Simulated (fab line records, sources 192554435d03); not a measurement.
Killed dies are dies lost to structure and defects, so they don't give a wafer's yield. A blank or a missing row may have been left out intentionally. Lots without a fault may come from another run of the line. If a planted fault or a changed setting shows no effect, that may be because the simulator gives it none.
fab line records -- flow n5_finfet -- part 2 of 2: steps 5 to 6 of 6
record: lots: 20, wafers: 60, last_day: 17
route steps=1938 shown MOL_CONTACT_COAG@549
lots untouched by any fault: they come from a run of this same line in which no faults occurred
start_h: hours from the record's first day to the start of the lot's first wafer shown -- wait_h: hours from the lot's prior step to this one -- " unchanged from the row above -- L1.1+2: one row covering several wafers at once -- - no value, or no start was given -- * or withheld: withheld -- < > ~ a bound
route shown NAME@n: NAME is a module with steps in the file, n the number in the route of the first one -- usual: average and standard deviation across the fault-free wafers -- same: alike in all rows -- chamber/n: place in a boat -- sites: each site's reading -- _std_site: their standard deviation -- _edge_site: mean of outer sites minus mean of inner sites -- radius_mm: for every site, how far away it sits from the centre of the wafer -- mask NAME#n: copy n -- behind: the most recent tool/chamber to have shaped the wafer -- hold: the reason the lot was held/the length of the hold in hours/how it ended -- device: the n, p or np transistor that did not switch -- end of line: at the end of the route, the tests of the same wafers -- a step with no rows: only its recipe -- killed: count of dies lost to structure and defects at first sort (not the wafer's yield) -- map: the dies of a wafer, with x for killed, . for not killed, _ for no die there
set.NAME: the setting that was run; set.NAME@STEP: the one run at that earlier step -- model.NAME: the simulator's own value behind a step, which no gauge read
a sample of lots followed through the steps of the route, with each step as a table and each wafer as a row
services: from which hour (start_h, from the record's first day; less than 0 if before it) a tool's chamber was out of use, for how many hours, and why
== steps ==
step: N5_MOL_CONTACT_COAG_ETCH_66
recipe: chemistry: CF4, target: SiARC, target_depth_a: 130, mask_material: CAR-EUV, time_s: 21.7, ion_energy_ev: 80, pressure_mtorr: 40, source_w: 545, bias_w: 36, Ar_flow_sccm: 100, cf4_flow_sccm: 100, ends: cleared
usual: bias_w: 36.02/0.11, drypump_motor_current_A: 5.8/0.5, etch_rf_on_time_s: 21.6/0.35, oes_product_au: 0.66/0.05, rf_fwd_power_W: 531.4/1.6, rf_vpp_V: 184.5/0.96, showerhead_plenum_p_Torr: 2.17/0.043, throttle_valve_pct: 15.70/0.22
lot.wafer,tool,chamber,start_h,wait_h,bias_w,drypump_motor_current_A,etch_rf_on_time_s,oes_product_au,rf_fwd_power_W,rf_hours_counter_h,rf_vpp_V,showerhead_plenum_p_Torr,throttle_valve_pct
L074.3,rie_diel-02,2,101.76,0.0,36.03,5.1,21.9,0.62,530.8,167,183.0,2.15,16.03
L074.5,rie_diel-02,2,101.76,0.0,35.90,5.1,21.9,0.63,532.3,-,184.0,2.15,16.03
L074.6,rie_diel-02,1,101.76,0.0,35.90,6.3,21.8,0.62,533.8,-,184.7,2.12,15.44
L075.3,rie_diel-06,0,102.36,0.0,36.01,6.4,22.0,0.62,532.0,172,186.2,2.13,15.90
L075.4,rie_diel-06,1,102.36,0.0,36.03,5.7,21.4,0.62,529.8,178,184.9,2.22,15.72
L075.6,rie_diel-06,0,102.36,0.0,35.87,6.4,21.8,0.62,531.9,-,184.9,2.14,15.88
L077.2,rie_diel-06,3,123.16,0.0,36.09,5.7,21.5,0.73,530.7,68,183.5,2.17,15.66
L077.5,rie_diel-06,0,123.16,0.0,36.05,6.4,21.8,0.62,529.5,-,184.8,2.13,15.90
L077.6,rie_diel-06,3,123.16,0.0,35.98,5.7,21.6,0.72,531.8,-,183.8,2.17,15.65
L078.1,rie_diel-05,1,133.79,0.0,36.17,6.2,21.7,0.73,531.7,65,184.3,2.18,15.65
L078.3,rie_diel-05,0,133.79,0.0,35.95,5.5,21.0,0.69,531.4,101,184.3,2.16,15.81
L078.6,rie_diel-05,2,133.79,0.0,36.05,4.9,22.1,0.63,529.9,-,186.4,2.22,15.36
L079.1,rie_diel-02,3,138.15,0.0,36.03,5.9,21.4,0.66,530.5,110,182.7,2.15,15.91
L079.3,rie_diel-02,1,138.15,0.0,36.01,6.2,21.9,0.61,532.3,214,183.8,2.12,15.46
L079.5,rie_diel-02,0,138.15,0.0,36.10,6.5,21.3,0.75,531.3,-,184.6,2.25,15.54
L080.1,rie_diel-02,3,138.26,0.0,35.97,5.9,21.3,0.67,529.4,110,183.7,2.15,15.89
L080.2,rie_diel-02,1,138.26,0.0,36.03,6.2,22.0,0.60,530.1,214,184.0,2.12,15.49
L080.4,rie_diel-02,0,138.26,0.0,35.92,6.5,21.0,0.76,532.8,44,185.9,2.25,15.53
L081.2,rie_diel-06,3,143.89,0.0,36.01,5.7,21.5,0.72,529.9,76,185.5,2.17,15.66
L081.5,rie_diel-06,2,143.89,0.0,35.96,5.5,21.6,0.68,531.3,-,185.5,2.16,15.50
L081.6,rie_diel-06,1,143.89,0.0,36.14,5.7,21.2,0.61,532.3,-,183.3,2.21,15.76
L082.1,rie_diel-06,3,148.10,0.0,35.94,5.7,21.5,0.72,531.1,77,185.3,2.17,15.67
L082.2,rie_diel-06,1,148.10,0.0,36.03,5.7,21.0,0.62,532.4,194,184.2,2.21,15.75
L082.3,rie_diel-06,0,148.10,0.0,35.84,6.4,21.4,0.61,527.6,188,185.4,2.13,15.93
L084.3,rie_diel-06,0,163.39,0.0,36.14,6.4,21.3,0.61,531.3,195,184.9,2.13,15.94
L084.4,rie_diel-06,3,163.39,0.0,36.11,5.7,21.6,0.72,530.2,-,184.5,2.17,15.70
L084.6,rie_diel-06,2,163.39,0.0,35.86,5.5,21.7,0.67,532.5,-,185.2,2.16,15.50
L085.2,rie_diel-06,0,173.93,0.0,35.96,6.4,21.8,0.60,531.5,200,183.0,2.13,15.94
L085.4,rie_diel-06,2,173.93,0.0,36.03,5.5,21.6,0.67,528.7,115,185.4,2.16,15.53
L085.5,rie_diel-06,0,173.93,0.0,36.01,6.4,21.7,0.60,534.8,-,184.2,2.13,15.94
L086.2,rie_diel-06,3,176.82,0.0,36.28,5.7,21.3,0.71,532.1,90,185.6,2.17,15.69
L086.3,rie_diel-06,1,176.82,0.0,36.01,5.7,21.1,0.60,529.6,203,184.8,2.21,15.78
L086.5,rie_diel-06,3,176.82,0.0,36.07,5.7,21.4,0.70,529.2,-,184.4,2.17,15.71
L087.3,rie_diel-05,0,181.30,0.0,36.03,5.5,20.7,0.67,528.7,120,184.9,2.16,15.87
L087.4,rie_diel-05,2,181.30,0.0,35.86,4.9,21.6,0.62,533.3,186,184.4,2.21,15.41
L087.5,rie_diel-05,0,181.30,0.0,36.22,5.5,20.8,0.67,530.4,-,183.1,2.16,15.87
L088.1,rie_diel-02,2,190.70,0.0,35.93,5.1,21.9,0.61,531.6,191,183.2,2.14,16.06
L088.3,rie_diel-02,0,190.70,0.0,36.09,6.5,20.8,0.75,535.8,57,184.1,2.25,15.56
L088.5,rie_diel-02,2,190.70,0.0,36.10,5.1,22.0,0.61,532.9,-,182.7,2.14,16.05
L089.1,rie_diel-02,3,193.56,0.0,36.02,5.9,21.2,0.65,531.9,124,183.6,2.15,15.91
L089.5,rie_diel-02,0,193.56,0.0,35.91,6.5,21.2,0.74,532.6,-,185.2,2.25,15.54
L089.6,rie_diel-02,3,193.56,0.0,35.90,5.8,21.3,0.65,532.6,-,184.1,2.15,15.91
L092.1,rie_diel-02,2,213.75,0.0,36.29,5.1,22.3,0.60,529.1,200,184.8,2.14,16.08
L092.3,rie_diel-02,0,213.75,0.0,35.94,6.5,21.2,0.73,529.9,67,185.7,2.24,15.57
L092.4,rie_diel-02,1,213.75,0.0,36.16,6.3,22.0,0.59,530.1,235,183.8,2.11,15.49
L093.2,rie_diel-02,3,218.21,0.0,36.09,5.9,21.3,0.65,528.9,133,184.7,2.15,15.94
L093.4,rie_diel-02,1,218.21,0.0,36.08,6.3,21.4,0.60,533.4,236,184.6,2.11,15.53
L093.5,rie_diel-02,2,218.21,0.0,36.02,5.1,21.8,0.60,532.4,-,184.7,2.14,16.10
L094.1,rie_diel-06,1,225.02,0.0,35.98,5.7,21.3,0.59,529.6,222,186.0,2.20,15.83
L094.2,rie_diel-06,2,225.02,0.0,36.09,5.5,21.9,0.65,527.1,134,183.6,2.15,15.57
L094.3,rie_diel-06,0,225.02,0.0,35.90,6.4,21.6,0.59,531.2,220,183.6,2.12,15.99
L095.2,rie_diel-02,3,227.74,0.0,36.01,5.8,21.7,0.65,532.7,137,184.1,2.14,15.94
L095.3,rie_diel-02,1,227.74,0.0,36.13,6.3,21.8,0.59,531.4,240,182.4,2.11,15.53
L095.5,rie_diel-02,1,227.74,0.0,35.82,6.3,21.9,0.59,531.0,-,184.7,2.11,15.52
L096.2,rie_diel-05,3,231.46,0.0,36.09,5.5,21.7,0.68,531.3,111,184.1,2.24,15.42
L096.4,rie_diel-05,0,231.46,0.0,36.04,5.5,20.7,0.66,532.7,139,183.2,2.15,15.89
L096.5,rie_diel-05,2,231.46,0.0,36.06,4.9,22.1,0.61,534.2,-,185.1,2.20,15.44
L097.1,rie_diel-02,3,235.18,0.0,36.07,5.9,21.5,0.63,529.2,140,182.4,2.14,15.94
L097.3,rie_diel-02,0,235.18,0.0,36.24,6.6,21.7,0.71,533.1,75,186.4,2.24,15.59
L097.5,rie_diel-02,0,235.18,0.0,36.24,6.5,21.6,0.71,530.2,-,185.6,2.24,15.60
step: N5_MOL_CONTACT_COAG_THK_MEAS_53
recipe: reads: SiO2_of_MOL_CONTACT_COAG_PECVD_31
usual: VIA_MOL_THK: 44.1/0.65
lot.wafer,tool,chamber,start_h,wait_h,VIA_MOL_THK[nm]
L074.3,film_metro-02,-,103.46,-,43.4
L074.5,film_metro-02,-,103.46,-,44.6
L074.6,film_metro-02,-,103.46,-,44.5
L075.3,film_metro-01,-,104.11,-,44.5
L075.4,film_metro-01,-,104.11,-,43.8
L075.6,film_metro-01,-,104.11,-,43.8
L077.2,film_metro-01,-,124.68,-,43.6
L077.5,film_metro-01,-,124.68,-,43.4
L077.6,film_metro-01,-,124.68,-,44.4
L078.1,film_metro-02,-,136.04,-,44.2
L078.3,film_metro-02,-,136.04,-,43.9
L078.6,film_metro-02,-,136.04,-,44.4
L079.1,film_metro-01,-,139.67,-,43.7
L079.3,film_metro-01,-,139.67,-,44.4
L079.5,film_metro-01,-,139.67,-,44.1
L080.1,film_metro-01,-,140.05,-,44.0
L080.2,film_metro-01,-,140.05,-,43.7
L080.4,film_metro-01,-,140.05,-,44.3
L081.2,film_metro-01,-,145.71,-,44.0
L081.5,film_metro-01,-,145.71,-,45.4
L081.6,film_metro-01,-,145.71,-,44.8
L082.1,film_metro-02,-,149.75,-,43.0
L082.2,film_metro-02,-,149.75,-,43.5
L082.3,film_metro-02,-,149.75,-,44.2
L084.3,film_metro-01,-,165.39,-,43.9
L084.4,film_metro-01,-,165.39,-,43.7
L084.6,film_metro-01,-,165.39,-,44.5
L085.2,film_metro-01,-,175.85,-,42.7
L085.4,film_metro-01,-,175.85,-,43.4
L085.5,film_metro-01,-,175.85,-,43.2
L086.2,film_metro-02,-,178.73,-,44.4
L086.3,film_metro-02,-,178.73,-,44.2
L086.5,film_metro-02,-,178.73,-,44.9
L087.3,film_metro-01,-,183.04,-,42.4
L087.4,film_metro-01,-,183.04,-,43.5
L087.5,film_metro-01,-,183.04,-,44.6
L088.1,film_metro-01,-,192.34,-,44.7
L088.3,film_metro-01,-,192.34,-,43.9
L088.5,film_metro-01,-,192.34,-,45.0
L089.1,film_metro-02,-,195.22,-,43.7
L089.5,film_metro-02,-,195.22,-,45.5
L089.6,film_metro-02,-,195.22,-,44.2
L092.1,film_metro-01,-,215.28,-,44.0
L092.3,film_metro-01,-,215.28,-,43.9
L092.4,film_metro-01,-,215.28,-,44.0
L093.2,film_metro-02,-,219.72,-,44.2
L093.4,film_metro-02,-,219.72,-,44.5
L093.5,film_metro-02,-,219.72,-,44.5
L094.1,film_metro-02,-,226.69,-,43.7
L094.2,film_metro-02,-,226.69,-,43.8
L094.3,film_metro-02,-,226.69,-,43.5
L095.2,film_metro-01,-,229.25,-,44.9
L095.3,film_metro-01,-,229.25,-,45.3
L095.5,film_metro-01,-,229.25,-,45.2
L096.2,film_metro-01,-,232.98,-,44.0
L096.4,film_metro-01,-,232.98,-,44.9
L096.5,film_metro-01,-,232.98,-,44.3
L097.1,film_metro-01,-,236.91,-,44.2
L097.3,film_metro-01,-,236.91,-,44.1
L097.5,film_metro-01,-,236.91,-,44.7
== services ==
tool,chamber,start_h,hours,kind
ald_sin-02,3,77.70,2.4,repair
ald_sin-04,-,85.96,14.0,pm
ald_sin-04,0,85.96,14.0,vent_cycle
ald_sin-04,1,85.96,14.0,vent_cycle
ald_sin-04,2,85.96,14.0,vent_cycle
ald_sin-04,3,85.96,14.0,vent_cycle
rie_diel-06,3,91.74,2.4,repair
ald_sin-04,0,99.96,-,clean
ald_sin-04,1,99.96,-,clean
ald_sin-04,2,99.96,-,clean
ald_sin-04,3,99.96,-,clean
ald_sin-03,0,108.65,1.6,repair
ald_sin-03,1,110.91,6.8,repair
ald_sin-02,-,112.32,0.6,repair
ald_sin-02,-,134.75,2.8,pm
rie_diel-02,-,156.72,16.8,repair
rie_diel-06,1,161.09,4.9,repair
rie_diel-05,2,164.28,5.6,repair
ald_sin-02,-,177.21,14.0,pm
ald_sin-02,0,177.21,14.0,vent_cycle
ald_sin-02,-,206.42,0.3,repair
rie_diel-06,3,211.16,15.1,repair
rie_diel-02,2,226.34,13.2,repair
rie_diel-06,1,233.21,4.6,repair
